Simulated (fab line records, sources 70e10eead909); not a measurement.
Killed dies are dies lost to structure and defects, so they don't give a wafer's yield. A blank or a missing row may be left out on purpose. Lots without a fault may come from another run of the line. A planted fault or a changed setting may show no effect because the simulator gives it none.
fab line records | flow nand_harc
record lots=13 wafers=37 last_day=24
route steps=1159 shown A_WL_FILL@813 A_CONTACT@840 END@1159
lots that met no fault: from a run of the same line without faults
start_h: hours from the record's first day to the start of the lot's first wafer shown | wait_h: hours since the lot's step before | " the same as in the row above | L1.1+2: a row that stands for several wafers | - no value, or no start given | * or withheld: withheld | < > ~ a bound
route shown NAME@n: a module of which the file shows steps, and the number in the route of the first | usual: mean/standard deviation of fault-free wafers | same: alike in all rows | chamber/n: place in a boat | sites: the reading at each site | _std_site: their standard deviation | _edge_site: outer sites' mean less inner sites' | radius_mm: how far each site lies from the wafer's centre | mask NAME#n: copy n | behind: the tool/chamber that last shaped the wafer | hold: why the lot was held/for how many hours/how that ended | device: the transistor (n, p or np) that didn't switch | end of line: the same wafers' tests at the end of the route | a step without rows: its recipe alone | killed: dies lost to structure and defects at the first sort, not the wafer's yield | map: a wafer's dies, x killed, . not, _ none there
set.NAME: the setting as run; set.NAME@STEP: as run at that earlier step | model.NAME: the simulator's own value behind a step, which no gauge read
steps of the route over a sample of lots; a table a step, a row a wafer
services: from which hour (start_h, from the record's first day; less than 0 if before it) a tool's chamber was out of use, for how many hours, and why
## steps
# step NHARC_A_WL_FILL_CVD_03
# recipe target_thk_a=400 temp_c=300 pressure_torr=40 wf6_flow_sccm=40 h2_flow_sccm=1600 ar_flow_sccm=1560 time_s=3302 material=W
# usual heater_power_w=480/52 susceptor_temp_C=299.98/0.18 throttle_valve_pct=7.86/0.17
# columns lot.wafer tool chamber start_h wait_h heater_power_w susceptor_temp_C throttle_valve_pct
L182.2 cvd_w-02 0 327.28 11.0 439 299.72 7.60
L182.4 " 0 " " 413 299.97 7.50
L182.6 " 0 " " 414 299.94 7.75
L183.1 cvd_w-01 1 341.68 0.1 453 - 7.91
L183.3 " 1 " " 456 - 7.66
L183.6 " 0 344.02 2.4 482 - 7.78
L185.2 cvd_w-01 1 350.80 0.1 466 300.06 7.89
L185.4 " 1 " " 454 299.98 7.83
L185.5 " 0 353.18 2.4 488 299.84 8.09
L187.1 cvd_w-02 1 351.26 0.5 545 300.25 8.10
L187.4 " 1 " " 561 299.98 8.12
L187.6 " 0 " " 409 300.35 7.97
L186.1 cvd_w-02 1 365.51 3.9 538 300.18 7.89
L186.6 " 1 367.41 5.8 560 300.02 7.73
L186.5 " 0 " " 425 300.36 8.04
L195.1 cvd_w-01 1 400.93 1.5 459 300.08 7.79
L195.5 " 1 402.83 3.4 459 300.05 7.73
L196.1 cvd_w-01 1 420.55 2.2 461 299.78 7.73
L196.6 " 0 421.96 3.6 490 300.09 8.02
L199.2 cvd_w-01 1 427.71 2.3 455 300.09 7.94
L199.4 " 0 429.14 3.8 479 299.99 7.77
L199.6 " 1 " " 463 299.93 7.65
L200.2 cvd_w-02 1 432.69 0.1 555 299.95 8.22
L200.4 " 0 434.09 1.5 415 299.81 7.84
L200.6 " 1 " " 562 299.57 7.72
L202.2 cvd_w-02 0 457.09 1.4 412 299.70 7.89
L202.6 " 0 458.98 3.3 413 299.76 7.79
L202.5 " 1 " " 551 300.00 8.03
L201.2 cvd_w-01 1 457.61 1.9 454 299.92 7.85
L201.1 " 0 " " 490 299.72 7.74
L201.6 " 0 459.98 4.3 488 300.18 7.74
L203.1 cvd_w-01 0 460.95 0.5 494 299.70 7.97
L203.3 " 1 " " 445 300.18 7.84
L203.6 " 1 " " 459 300.23 7.72
L205.4 cvd_w-01 0 472.33 1.0 481 - 7.74
L205.3 " 1 " " 446 - 7.91
L205.6 " 0 " " 491 - 7.85
# step NHARC_A_WL_FILL_ETCHBACK_26
# recipe target_depth_a=520 time_s=13.3 hbr_flow_sccm=150 rf_w=350 icp_w=350 bias_w=60 chemistry=HBr
# usual drypump_motor_current_A=5.7/0.49 oes_product_au=1.004/0.011 throttle_valve_pct=23.265/0.01
# columns lot.wafer tool chamber start_h wait_h drypump_motor_current_A oes_product_au rf_hours_counter_h throttle_valve_pct
L182.2 rie_si-02 2 350.47 0.4 5.7 1.006 1.0 23.249
L182.4 " 3 " " 6.3 0.984 1.0 23.252
L182.6 " 2 " " 5.7 1.005 - 23.258
L183.1 rie_si-02 3 360.74 0.4 6.3 0.985 1.2 23.253
L183.3 " 1 " " 5.6 1.011 1.1 23.255
L183.6 " 0 " " 4.7 1.015 - 23.258
L185.4 rie_si-03 3 373.20 0.4 5.2 0.999 0.3 23.288
L185.2 " 1 " " 5.3 1.001 0.3 23.264
L185.5 " 2 " " 6.2 1.010 - 23.270
L187.1 rie_si-02 0 373.21 0.4 4.7 1.026 1.3 23.273
L187.4 " 1 " " 5.6 1.014 1.2 23.258
L187.6 " 2 " " 5.6 1.003 - 23.273
L186.1 rie_si-06 3 385.04 0.4 5.3 1.004 0.1 23.278
L186.5 " 2 " " 5.7 0.996 - 23.277
L186.6 " 3 " " 5.3 0.995 - 23.269
L195.1 rie_si-03 3 420.62 0.4 5.2 1.008 0.6 23.257
L195.5 " 1 " " 5.3 0.997 - 23.273
L196.1 rie_si-03 1 438.08 0.4 5.3 0.992 0.7 23.264
L196.6 " 1 " " 5.3 0.996 - 23.277
L199.4 rie_si-02 2 446.62 0.4 5.7 0.993 0.3 23.262
L199.2 " 1 " " 5.7 1.011 0.3 23.254
L199.6 " 3 " " 6.3 1.012 - 23.256
L200.4 rie_si-02 1 451.61 0.4 5.6 1.022 0.3 23.267
L200.2 " 2 " " 5.7 1.006 0.4 23.272
L200.6 " 3 " " 6.3 1.017 - 23.253
L203.3 rie_si-03 1 477.30 0.4 5.3 0.992 1.1 23.260
L203.1 " 3 " " 5.2 0.989 1.0 23.255
L203.6 " 1 " " 5.3 0.988 - 23.268
L202.2 rie_si-02 0 477.30 0.4 4.6 1.007 0.5 23.283
L202.5 " 3 " " 6.3 1.002 - 23.249
L202.6 " 0 " " 4.6 1.001 - 23.275
L201.2 rie_si-06 3 477.31 0.4 5.3 0.990 0.7 23.261
L201.1 " 1 " " 5.9 0.998 0.8 23.255
L201.6 " 1 " " 5.9 1.001 - 23.262
L205.3 rie_si-03 3 490.16 0.4 5.2 1.002 1.0 23.266
L205.4 " 0 " " 6.3 1.007 1.0 23.260
L205.6 " 1 " " 5.3 0.992 - 23.282
# step NHARC_A_WL_FILL_CVD_20
# recipe target_thk_a=750 temp_c=300 pressure_torr=40 wf6_flow_sccm=40 h2_flow_sccm=1600 ar_flow_sccm=1560 time_s=5064 material=W
# usual heater_power_w=480/53 susceptor_temp_C=300.02/0.18 throttle_valve_pct=7.84/0.16
# columns lot.wafer tool chamber start_h wait_h heater_power_w susceptor_temp_C throttle_valve_pct
L182.2 cvd_w-02 1 - - 543 299.67 7.82
L182.4 " 0 " " 425 299.79 7.98
L182.6 " 1 " " 544 299.81 8.05
L183.1 cvd_w-01 0 - - 485 299.67 8.06
L183.3 " 1 " " 452 299.79 7.99
L183.6 " 0 " " 484 299.87 8.20
L187.1 cvd_w-01 0 - - 496 300.26 7.95
L187.4 " 0 " " 484 300.29 7.89
L187.6 " 0 " " 495 300.28 7.95
L185.2 cvd_w-02 0 - - 430 300.41 7.85
L185.4 " 1 " " 542 299.99 7.94
L185.5 " 1 " " 550 299.76 8.07
L186.1 cvd_w-01 1 - - 453 300.03 7.75
L186.6 " 1 " " 440 300.37 7.75
L186.5 " 0 " " 487 300.03 7.89
L195.1 cvd_w-01 0 - - 479 299.97 7.90
L195.5 " 1 " " 454 300.18 7.75
L196.1 cvd_w-02 1 - - 556 300.05 7.82
L196.6 " 0 " " 423 300.18 7.50
L199.2 cvd_w-01 0 - - 498 - 7.59
L199.4 " 0 " " 479 - 7.95
L199.6 " 0 " " 479 - 7.91
L200.2 cvd_w-02 0 - - 431 299.94 7.74
L200.4 " 0 " " 406 300.04 7.75
L200.6 " 0 " " 423 300.00 7.75
L203.1 cvd_w-02 1 - - 550 299.83 8.29
L203.3 " 0 " " 422 300.02 7.61
L203.6 " 1 " " 555 300.01 8.01
L202.2 cvd_w-02 1 - - 574 - 7.84
L202.5 " 1 " " 556 - 8.06
L202.6 " 0 " " 423 - 8.01
L201.2 cvd_w-02 1 - - 555 - 8.24
L201.1 " 0 " " 406 - 7.61
L201.6 " 1 " " 557 - 7.87
L205.4 cvd_w-01 1 - - 435 299.93 7.87
L205.3 " 0 " " 495 299.77 7.99
L205.6 " 0 " " 511 299.92 7.60
# step NHARC_A_CONTACT_DEP_24
# recipe target_thk_a=5000 temp_c=400 pressure_torr=6.5 rf_w=900 teos_flow_sccm=161.4 flow_sccm=2650 target_thk_nm=500 gas=O2 material=SiO2
# usual heater_power_w=514/100 mfc_precursor_sccm=161.4/0.46 susceptor_temp_C=399.95/0.21 throttle_valve_pct=16.0/0.5
# columns lot.wafer tool chamber start_h wait_h heater_power_w mfc_precursor_sccm susceptor_temp_C throttle_valve_pct
L182.2 pecvd-01 2 359.26 0.1 335 161.8 399.98 15.2
L182.6 " 2 " " 343 162.2 399.98 15.3
L182.4 " 0 " " 537 161.3 400.03 16.7
L183.1 pecvd-02 1 366.82 0.1 644 161.0 399.98 16.1
L183.3 " 2 " " 496 161.7 399.63 16.4
L183.6 " 1 " " 512 161.6 400.10 15.6
L187.1 pecvd-02 2 380.99 0.2 417 161.9 400.06 16.4
L187.6 " 0 " " 576 161.8 400.28 15.9
L187.4 " 2 " " 446 161.3 400.30 16.3
L185.2 pecvd-01 2 381.10 0.2 343 160.3 400.31 15.3
L185.5 " 1 " " 467 161.7 400.24 15.9
L185.4 " 2 " " 375 161.2 399.70 15.3
L186.1 pecvd-01 0 391.21 0.1 606 161.2 400.32 17.1
L186.6 " 0 " " 452 161.3 400.03 17.0
L186.5 " 1 " " 599 161.3 400.28 15.9
L195.1 pecvd-02 0 429.07 0.1 517 160.7 400.35 15.9
L195.5 " 2 " " 459 239.7 399.70 17.4
L196.1 pecvd-02 2 444.21 0.2 466 240.1 400.10 17.1
L196.6 " 1 " " 652 161.2 400.03 16.3
L199.2 pecvd-01 2 452.57 0.1 371 161.4 400.11 15.1
L199.4 " 2 " " 384 161.3 400.06 15.2
L199.6 " 1 " " 528 161.1 399.84 16.4
L200.2 pecvd-04 2 457.79 0.2 704 161.2 399.69 15.1
L200.4 " 0 " " 462 161.1 400.14 15.9
L200.6 " 2 " " 719 161.3 399.81 15.3
L203.1 pecvd-01 2 483.59 0.3 319 161.3 399.99 15.4
L203.3 " 0 " " 535 162.1 399.92 16.4
L203.6 " 1 " " 630 161.4 399.97 16.3
L202.2 pecvd-04 2 487.72 0.2 648 160.7 399.97 15.2
L202.5 " 1 " " 551 161.7 399.91 16.1
L202.6 " 2 " " 692 161.0 400.19 15.2
L201.1 pecvd-01 1 491.88 0.1 531 161.6 399.96 16.6
L201.2 " 0 " " 423 161.6 400.01 16.3
L201.6 " 2 " " 330 161.3 400.34 15.3
L205.3 pecvd-04 0 500.75 0.1 429 161.9 400.21 16.0
L205.6 " 0 " " 445 161.6 400.41 16.3
L205.4 " 2 " " 564 161.7 400.41 15.4
# step NHARC_END_SORT_01
# recipe temp_c=25
# usual killed_at_array=25/7.8 killed_at_other=0.6/0.81 killed_at_periphery=3.3/2.2 killed_dies=29/8.2 killed_open=3.5/1.9 killed_short=1.8/1.3
# same gross_dies=677
# columns lot.wafer tool chamber start_h wait_h killed_at_array killed_at_other killed_at_periphery killed_dies killed_open killed_short
L182.2 prober-02 0 435.24 2.8 22 0 4 26 2 0
L182.4 prober-02 0 436.84 3.4 23 0 3 26 4 1
L182.6 prober-02 0 438.44 4.0 24 0 4 28 4 2
L187.1 prober-02 0 446.22 2.5 26 0 1 27 3 0
L187.4 prober-02 0 448.62 3.4 18 0 5 23 4 0
L187.6 prober-02 0 450.22 4.0 19 1 2 22 1 1
L183.1 prober-01 0 446.22 2.5 34 1 1 36 5 2
L183.3 prober-01 0 447.82 3.1 28 0 5 33 3 2
L183.6 prober-01 0 450.23 4.0 33 0 0 33 4 1
L185.2 prober-01 0 455.73 2.8 17 0 5 22 3 2
L185.4 prober-01 0 457.31 3.4 27 0 3 30 5 1
L185.5 prober-01 0 458.10 3.7 26 0 1 27 4 2
L186.1 prober-02 0 471.25 2.5 35 0 3 38 6 1
L186.5 prober-02 0 474.44 3.7 33 1 0 34 4 1
L186.6 prober-02 0 475.24 4.0 38 3 1 42 2 2
L195.1 prober-01 0 502.73 2.5 17 1 5 23 8 2
L195.5 prober-01 0 505.96 3.7 18 0 7 25 3 2
L200.2 prober-02 0 541.27 2.9 21 1 2 24 4 1
L200.4 prober-02 0 542.90 3.5 22 0 2 24 3 1
L200.6 prober-02 0 544.53 4.1 23 0 1 24 3 2
L199.2 prober-02 0 549.13 2.8 15 0 2 17 6 1
L199.4 prober-02 0 550.72 3.4 13 1 3 17 2 3
L199.6 prober-02 0 552.32 4.0 20 0 1 21 5 2
L203.1 prober-01 0 557.02 2.5 28 0 3 31 2 2
L203.3 prober-01 0 558.60 3.1 18 1 0 19 2 2
L203.6 prober-01 0 560.95 3.9 21 0 3 24 6 1
L202.2 prober-02 0 557.80 2.8 31 1 3 35 2 5
L202.5 prober-02 0 560.19 3.7 26 0 5 31 4 1
L202.6 prober-02 0 560.99 4.0 26 0 2 28 2 2
L201.1 prober-01 0 566.68 2.5 21 0 1 22 1 1
L201.2 prober-01 0 567.48 2.8 31 1 4 36 9 6
L201.6 prober-01 0 570.67 4.0 20 0 6 26 7 2
L196.1 prober-01 0 568.51 2.5 14 3 1 18 4 0
L196.6 prober-01 0 572.46 4.0 14 2 3 19 3 2
L205.3 prober-01 0 576.06 3.1 25 0 7 32 4 0
L205.4 prober-01 0 576.86 3.4 31 0 7 38 3 2
L205.6 prober-01 0 578.45 4.0 22 0 7 29 2 2
# killed by level:class
L182.2 A_STAIRCASE:chamber_film_flake=13 A_SLIT:chamber_film_flake=5 A_SOURCE_PLATE:geometric_particle:open=1 A_M0:geometric_particle:open=1 P_ZERO_WELL:chamber_film_flake=1 P_STI:chamber_film_flake=1 P_GATE:chamber_film_flake=1 P_BONDPAD:chamber_film_flake=1
L182.4 A_SLIT:chamber_film_flake=10 A_STAIRCASE:chamber_film_flake=4 A_CHANNEL_HOLE_D1:chamber_film_flake=3 A_CONTACT:chamber_film_flake=2 P_CONTACT:geometric_particle:open=1 P_M0:geometric_particle:open=1 A_SOURCE_PLATE:geometric_particle:open=1 A_ONON_D1:geometric_particle:short=1
L182.6 A_SLIT:chamber_film_flake=10 A_CONTACT:chamber_film_flake=4 A_STAIRCASE:chamber_film_flake=3 P_CONTACT:geometric_particle:open=1 A_SGD_CUT:geometric_particle:open=1 A_CONTACT:geometric_particle:open=1 A_BLC:geometric_particle:short=1 A_M0:geometric_particle:short=1
L187.1 A_CHANNEL_HOLE_D1:chamber_film_flake=16 A_STAIRCASE:chamber_film_flake=4 A_SGD_CUT:chamber_film_flake=3 P_M0:geometric_particle:open=1 A_CHANNEL_FILL_D1:geometric_particle:open=1 A_M0:geometric_particle:open=1 A_ZERO_WELL:chamber_film_flake=1
L183.1 A_SLIT:chamber_film_flake=10 A_CHANNEL_HOLE_D1:chamber_film_flake=8 A_CONTACT:chamber_film_flake=5 A_CONTACT:geometric_particle:open=2 A_STAIRCASE:chamber_film_flake=2 A_WL_FILL:chamber_film_flake=2 A_CHANNEL_HOLE_D1:geometric_particle:short=1 A_CHANNEL_FILL_D1:geometric_particle:short=1
L183.3 A_CHANNEL_HOLE_D1:chamber_film_flake=8 A_SLIT:chamber_film_flake=8 A_CONTACT:chamber_film_flake=3 P_M0:geometric_particle:open=2 P_ZERO_WELL:chamber_film_flake=2 A_STAIRCASE:chamber_film_flake=2 A_SGD_CUT:chamber_film_flake=2 A_SOURCE_PLATE:geometric_particle:short=1
L187.4 A_CHANNEL_HOLE_D1:chamber_film_flake=11 P_STI:chamber_film_flake=2 A_ZERO_WELL:chamber_film_flake=2 P_CONTACT:geometric_particle:open=1 A_ONON_D1:geometric_particle:open=1 A_SGD_CUT:geometric_particle:open=1 A_BLC:geometric_particle:open=1 P_ZERO_WELL:chamber_film_flake=1
L187.6 A_CHANNEL_HOLE_D1:chamber_film_flake=10 A_ZERO_WELL:chamber_film_flake=3 A_SGD_CUT:chamber_film_flake=3 P_CONTACT:geometric_particle:open=1 A_WL_FILL:geometric_particle:short=1 P_CONTACT:chamber_film_flake=1 A_STAIRCASE:chamber_film_flake=1 A_CONTACT:chamber_film_flake=1
L183.6 A_CHANNEL_HOLE_D1:chamber_film_flake=15 A_SLIT:chamber_film_flake=9 A_WL_FILL:chamber_film_flake=3 A_CONTACT:geometric_particle:open=2 A_SOURCE_PLATE:geometric_particle:open=1 A_CONTACT:geometric_particle:short=1 A_BLC:geometric_particle:open=1 A_CONTACT:chamber_film_flake=1
L185.2 A_SLIT:chamber_film_flake=7 A_CHANNEL_HOLE_D1:chamber_film_flake=3 A_CONTACT:chamber_film_flake=3 P_GATE:geometric_particle:open=1 P_M0:geometric_particle:open=1 P_M0:geometric_particle:short=1 A_CHANNEL_HOLE_D1:geometric_particle:short=1 A_CHANNEL_FILL_D1:geometric_particle:open=1
L185.4 A_SLIT:chamber_film_flake=8 A_WL_FILL:chamber_film_flake=4 A_STAIRCASE:chamber_film_flake=4 A_CONTACT:chamber_film_flake=3 A_ONON_D1:geometric_particle:open=2 P_STI:chamber_film_flake=2 A_SGD_CUT:geometric_particle:short=1 A_CONTACT:geometric_particle:open=1
L185.5 A_SLIT:chamber_film_flake=7 A_CONTACT:chamber_film_flake=5 A_STAIRCASE:chamber_film_flake=3 A_WL_FILL:chamber_film_flake=3 A_CHANNEL_FILL_D1:geometric_particle:open=2 A_CHANNEL_HOLE_D1:chamber_film_flake=2 A_ONON_D1:geometric_particle:open=1 A_ONON_D1:geometric_particle:short=1
L186.1 A_SLIT:chamber_film_flake=13 A_CHANNEL_HOLE_D1:chamber_film_flake=8 A_CONTACT:chamber_film_flake=6 A_STAIRCASE:chamber_film_flake=2 A_WL_FILL:chamber_film_flake=2 P_STI:geometric_particle:open=1 P_GATE:geometric_particle:open=1 P_M0:geometric_particle:open=1
L186.5 A_SLIT:chamber_film_flake=13 A_CHANNEL_HOLE_D1:chamber_film_flake=8 A_CONTACT:chamber_film_flake=4 A_STAIRCASE:chamber_film_flake=3 A_CONTACT:geometric_particle:open=2 A_ONON_D1:geometric_particle:open=1 A_WL_FILL:geometric_particle:short=1 A_WL_FILL:geometric_particle:open=1
L186.6 A_CHANNEL_HOLE_D1:chamber_film_flake=14 A_SLIT:chamber_film_flake=9 A_CONTACT:chamber_film_flake=9 THIN_TSV:chamber_film_flake=3 A_WL_FILL:chamber_film_flake=2 P_CONTACT:geometric_particle:open=1 A_WL_FILL:geometric_particle:short=1 A_CONTACT:geometric_particle:short=1
L195.1 A_CHANNEL_HOLE_D1:chamber_film_flake=8 A_CONTACT:geometric_particle:open=3 P_ZERO_WELL:chamber_film_flake=2 P_GATE:chamber_film_flake=2 P_M0:geometric_particle:open=1 A_CHANNEL_FILL_D1:geometric_particle:open=1 A_CHANNEL_FILL_D1:geometric_particle:short=1 A_WL_FILL:geometric_particle:short=1
L195.5 A_CHANNEL_HOLE_D1:chamber_film_flake=12 P_ZERO_WELL:chamber_film_flake=7 A_CHANNEL_FILL_D1:geometric_particle:short=1 A_WL_FILL:geometric_particle:short=1 A_CONTACT:geometric_particle:open=1 A_BLC:geometric_particle:open=1 A_M0:geometric_particle:open=1 A_CONTACT:chamber_film_flake=1
L200.2 A_CHANNEL_HOLE_D1:chamber_film_flake=11 A_ZERO_WELL:chamber_film_flake=2 A_STAIRCASE:chamber_film_flake=2 P_M0:geometric_particle:open=1 A_SOURCE_PLATE:geometric_particle:open=1 A_ONON_D1:geometric_particle:short=1 A_WL_FILL:geometric_particle:open=1 A_BLC:geometric_particle:open=1
L200.4 A_CHANNEL_HOLE_D1:chamber_film_flake=18 A_ZERO_WELL:chamber_film_flake=2 P_GATE:geometric_particle:open=1 P_CONTACT:geometric_particle:open=1 A_CHANNEL_HOLE_D1:geometric_particle:short=1 A_SGD_CUT:geometric_particle:open=1
L200.6 A_CHANNEL_HOLE_D1:chamber_film_flake=14 A_CONTACT:chamber_film_flake=3 P_GATE:geometric_particle:open=1 A_CHANNEL_FILL_D1:geometric_particle:open=1 A_SGD_CUT:geometric_particle:short=1 A_WL_FILL:geometric_particle:short=1 A_CONTACT:geometric_particle:open=1 A_ZERO_WELL:chamber_film_flake=1
L199.2 A_CHANNEL_HOLE_D1:chamber_film_flake=4 A_M0:chamber_film_flake=4 A_CONTACT:geometric_particle:open=2 A_CONTACT:chamber_film_flake=2 P_CONTACT:geometric_particle:open=1 P_M0:geometric_particle:open=1 A_WL_FILL:geometric_particle:open=1 A_BLC:geometric_particle:short=1
L199.4 A_CONTACT:chamber_film_flake=3 A_CHANNEL_HOLE_D1:chamber_film_flake=3 A_M0:chamber_film_flake=3 A_CHANNEL_FILL_D1:geometric_particle:short=2 P_CONTACT:chamber_film_flake=2 P_M0:geometric_particle:open=1 A_BLC:geometric_particle:short=1 STARTING-WAFER:geometric_particle:open=1
L199.6 A_CHANNEL_HOLE_D1:chamber_film_flake=6 A_ONON_D1:geometric_particle:open=3 A_M0:chamber_film_flake=3 P_M0:geometric_particle:open=1 A_SGD_CUT:geometric_particle:open=1 A_WL_FILL:geometric_particle:short=1 A_CONTACT:geometric_particle:short=1 A_ZERO_WELL:chamber_film_flake=1
L203.1 A_CONTACT:chamber_film_flake=11 A_CHANNEL_HOLE_D1:chamber_film_flake=9 A_STAIRCASE:chamber_film_flake=6 P_M1:geometric_particle:open=1 P_M1:geometric_particle:short=1 A_CONTACT:geometric_particle:open=1 A_M1:geometric_particle:short=1 P_BONDPAD:chamber_film_flake=1
L202.2 A_CHANNEL_HOLE_D1:chamber_film_flake=16 A_CONTACT:chamber_film_flake=4 A_CHANNEL_FILL_D1:geometric_particle:short=3 A_BLC:chamber_film_flake=3 A_WL_FILL:geometric_particle:short=2 P_M0:chamber_film_flake=2 A_CHANNEL_FILL_D1:geometric_particle:open=1 A_WL_FILL:geometric_particle:open=1
L203.3 A_CONTACT:chamber_film_flake=8 A_CHANNEL_HOLE_D1:chamber_film_flake=4 A_CHANNEL_HOLE_D1:geometric_particle:open=1 A_CHANNEL_FILL_D1:geometric_particle:short=1 A_SGD_CUT:geometric_particle:short=1 STARTING-WAFER:geometric_particle:open=1 A_ZERO_WELL:chamber_film_flake=1 A_STAIRCASE:chamber_film_flake=1
L202.5 A_CHANNEL_HOLE_D1:chamber_film_flake=16 A_CONTACT:chamber_film_flake=3 P_M0:geometric_particle:open=2 P_M0:chamber_film_flake=2 A_BLC:chamber_film_flake=2 A_ONON_D1:geometric_particle:open=1 A_CHANNEL_FILL_D1:geometric_particle:short=1 A_WL_FILL:geometric_particle:open=1
L203.6 A_CONTACT:chamber_film_flake=10 A_STAIRCASE:chamber_film_flake=4 A_CHANNEL_HOLE_D1:chamber_film_flake=2 P_GATE:geometric_particle:short=1 P_M0:geometric_particle:open=1 P_M1:geometric_particle:open=1 A_CHANNEL_FILL_D1:geometric_particle:open=1 A_WL_FILL:geometric_particle:open=1
L202.6 A_CHANNEL_HOLE_D1:chamber_film_flake=16 A_STAIRCASE:chamber_film_flake=4 A_CONTACT:chamber_film_flake=3 P_GATE:geometric_particle:open=1 P_M0:geometric_particle:open=1 A_WL_FILL:geometric_particle:short=1 A_CONTACT:geometric_particle:short=1 A_BLC:chamber_film_flake=1
L201.1 A_CHANNEL_HOLE_D1:chamber_film_flake=14 A_CONTACT:chamber_film_flake=4 A_CHANNEL_FILL_D1:geometric_particle:short=1 A_CHANNEL_FILL_D1:geometric_particle:open=1 P_ZERO_WELL:chamber_film_flake=1 A_STAIRCASE:chamber_film_flake=1
L201.2 A_CHANNEL_HOLE_D1:chamber_film_flake=16 P_M0:geometric_particle:open=2 A_ONON_D1:geometric_particle:short=2 A_CHANNEL_FILL_D1:geometric_particle:open=2 A_STAIRCASE:chamber_film_flake=2 A_CONTACT:chamber_film_flake=2 P_CONTACT:geometric_particle:open=1 A_SOURCE_PLATE:geometric_particle:open=1
L196.1 A_CONTACT:chamber_film_flake=5 A_CHANNEL_HOLE_D1:chamber_film_flake=4 THIN_TSV:chamber_film_flake=3 A_BLC:geometric_particle:open=2 A_WL_FILL:geometric_particle:open=1 A_CONTACT:geometric_particle:open=1 P_GATE:chamber_film_flake=1 A_STAIRCASE:chamber_film_flake=1
L201.6 A_CHANNEL_HOLE_D1:chamber_film_flake=12 P_CONTACT:geometric_particle:open=2 P_GATE:chamber_film_flake=2 P_GATE:geometric_particle:open=1 P_CONTACT:geometric_particle:short=1 A_SOURCE_PLATE:geometric_particle:open=1 A_ONON_D1:geometric_particle:short=1 A_SGD_CUT:geometric_particle:open=1
L196.6 A_CHANNEL_HOLE_D1:chamber_film_flake=6 A_CONTACT:chamber_film_flake=4 THIN_TSV:chamber_film_flake=2 P_M0:geometric_particle:open=1 P_M0:geometric_particle:short=1 A_SGD_CUT:geometric_particle:open=1 A_WL_FILL:geometric_particle:short=1 A_CONTACT:geometric_particle:open=1
L205.3 A_CHANNEL_HOLE_D1:chamber_film_flake=6 A_STAIRCASE:chamber_film_flake=6 A_M1:chamber_film_flake=5 A_CONTACT:chamber_film_flake=5 P_STI:chamber_film_flake=4 P_CONTACT:geometric_particle:open=2 A_CONTACT:geometric_particle:open=1 A_BLC:geometric_particle:open=1
L205.4 A_CHANNEL_HOLE_D1:chamber_film_flake=13 A_CONTACT:chamber_film_flake=8 P_STI:chamber_film_flake=4 A_STAIRCASE:chamber_film_flake=3 A_M1:chamber_film_flake=3 A_CONTACT:geometric_particle:short=2 P_GATE:geometric_particle:open=1 P_CONTACT:geometric_particle:open=1
L205.6 A_CHANNEL_HOLE_D1:chamber_film_flake=11 P_STI:chamber_film_flake=7 A_CONTACT:chamber_film_flake=2 A_M1:chamber_film_flake=2 A_CHANNEL_FILL_D1:geometric_particle:open=1 A_SGD_CUT:geometric_particle:short=1 A_SGD_CUT:geometric_particle:open=1 A_CONTACT:geometric_particle:short=1
## services
# columns tool chamber start_h hours kind
cvd_w-01 0 309.15 - clean
cvd_w-01 1 309.15 - clean
pecvd-04 1 311.44 4.9 repair
pecvd-02 - 312.42 0.8 repair
cvd_w-01 - 314.50 2.0 repair
rie_si-03 0 316.56 6.1 repair
rie_si-03 - 332.00 9.0 pm
rie_si-02 - 333.38 0.1 repair
pecvd-02 - 335.20 13.0 pm
rie_si-06 - 341.89 3.1 repair
rie_si-06 - 360.00 9.0 pm
pecvd-04 2 360.62 4.0 repair
pecvd-04 - 376.12 13.0 pm
cvd_w-02 - 379.69 13.0 pm
rie_si-02 - 388.00 9.0 pm
pecvd-04 - 390.34 2.2 repair
pecvd-01 - 395.33 1.6 repair
pecvd-01 - 418.24 13.0 pm
pecvd-02 0 438.09 21.0 repair
cvd_w-02 1 474.16 2.6 repair
rie_si-06 0 476.88 6.2 repair
cvd_w-01 - 477.55 13.0 pm
cvd_w-01 0 477.55 13.0 vent_cycle
rie_si-02 - 492.12 2.0 repair
## key
first_sign step=NHARC_A_CONTACT_DEP_24 reading=mfc_precursor_sccm direction=up sigmas=99+ usual=161.4 struck=239.9
effect none on later readings
met_at NHARC_A_CONTACT_DEP_24
struck_lots L195,L196
struck_wafers L195.5,L196.1
tester_left_out L195,L196
not_acting_at NHARC_A_WL_FILL_CVD_03,NHARC_A_WL_FILL_ETCHBACK_26,NHARC_A_WL_FILL_CVD_20
onset_between 380.99 429.07
fault kind=process_parameter_drift tool=pecvd-02 chamber=2 onset_h=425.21 steps=NHARC_A_CONTACT_DEP_24 channel=teos_flow_sccm offset=* shape=step end_h=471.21 acts_in=* stated=*
# tester_left_out: of these lots the tester's yield and bins aren't shown, on N5 and GAA mostly nor the transistor test; their killed dies are dies lost to structure and defects alone, not to doping, threshold or leakage, so they don't give the yield
